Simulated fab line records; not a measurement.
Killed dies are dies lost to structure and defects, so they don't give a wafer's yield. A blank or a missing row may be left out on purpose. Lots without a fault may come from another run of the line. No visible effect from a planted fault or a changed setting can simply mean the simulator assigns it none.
A lot that was struck, set against a sound lot	flow n5-finfet	14 steps out of a route of 1938
Sound: these wafers, L955.2, L955.4, L955.6. Struck: wafer L962.3. (L962.2, L962.6 of the same lot were not struck and are left out.) The cause comes at the end.
Each step with rows lists, per side, the tool, then ch with its chambers, then its first start. Under that, the readings that differ: sound wafers	struck wafers	difference of the means	sigmas: that difference in standard deviations of wafers without a fault.
alike: a reading whose means differ by less than 2 such deviations, as well as words and numbers matching on both sides. not compared: withheld readings; readings where some wafer has no value; bounds like >300 that might hide an equal value; numbers whose values overlap and for which the record gives no deviation.
The two part at a step that has a row with sigmas, a row that says differs or no value, or rows on one side only. Numbers that have no deviation but don't overlap get no sigmas and don't part them. A reading that every wafer of one side lacks parts them only if that side has two wafers or more.

first, 2 steps without rows for these wafers: N5_BEOL_M14_PRECLEAN_39 (cleans in residue remover, time 60 s); N5_BEOL_M14_SRD_40 (time 30 s, dry time 30 s).
N5_BEOL_M14_DEGAS_41: time 60 s.
  sound on pvd-sputter-03 at day 15 15:37; struck on pvd-sputter-02 at day 16 08:17
  alike: heater-power-w
N5_BEOL_M14_PRE_CLEAN_42: time 30 s.
  sound on pvd-sputter-03 at day 15 15:39; struck on pvd-sputter-02 at day 16 08:19
reading	sound	struck	difference	sigmas
heater-power-w (W)	419 453 493	559	+104	+2
N5_BEOL_M14_SPUTTER_43: material TaN, target thk 15 nm, time 24.19 s.
  sound on pvd-sputter-03 at day 15 15:41; struck on pvd-sputter-02 at day 16 08:22
  alike: throttle-valve-pct
N5_BEOL_M14_SPUTTER_44: material Ta, target thk 15 nm, time 24.19 s.
  sound on pvd-sputter-03 at day 15 15:46; struck on pvd-sputter-02 at day 16 08:26
  alike: throttle-valve-pct
N5_BEOL_M14_SPUTTER_45: material Cu, target thk 100 nm, time 16.67 s.
  sound on pvd-sputter-03 at day 15 15:51; struck on pvd-sputter-02 at day 16 08:31
  alike: throttle-valve-pct
then, 3 steps without rows for these wafers: N5_BEOL_M14_ECD_47 (material Cu, target thk 1248 nm); N5_BEOL_M14_ANNEAL_48 (time 90 s); N5_BEOL_M14_CMP_49 (polishes, stops on SiO2, t overpolish 5.2 s, target thk 560 nm).
N5_BEOL_M14_THK_MEAS_50: measures by xrf.
  sound on film-metro-01 at day 15 17:52; struck on film-metro-01 at day 16 09:46
  alike: M14_THK
then, 1 step without rows for these wafers: N5_BEOL_M14_PRE_CLEAN_52 (time 15 s).
N5_BEOL_M14_DEP_53: deposits SiCN from 3MS/NH3, target thk 50 nm, time 17.8 s.
  sound on pecvd-04 ch 0,1,2, day 15 17:56; struck on pecvd-03 ch 2, day 16 09:49
reading	sound	struck	difference	sigmas
model.SiCN_of_BEOL_M14_DEP_53.thk-nm (nm)	50.2 51.2 50.4	80	+29	
  alike: showerhead-plenum-p-Torr, throttle-valve-pct
N5_BEOL_M14_RS_MEAS_54: measurement is done with a four-point probe.
  sound on film-metro-02 at day 15 18:00; struck on film-metro-02 at day 16 09:53
  alike: M14_RS

## WHERE THEY PART
Only at N5_BEOL_M14_PRE_CLEAN_42, within this record. Later steps at which nothing parts them and some readings are alike: N5_BEOL_M14_SPUTTER_43, N5_BEOL_M14_SPUTTER_44, N5_BEOL_M14_SPUTTER_45, N5_BEOL_M14_THK_MEAS_50, N5_BEOL_M14_DEP_53, N5_BEOL_M14_RS_MEAS_54.

WHY: the cause the simulator had injected
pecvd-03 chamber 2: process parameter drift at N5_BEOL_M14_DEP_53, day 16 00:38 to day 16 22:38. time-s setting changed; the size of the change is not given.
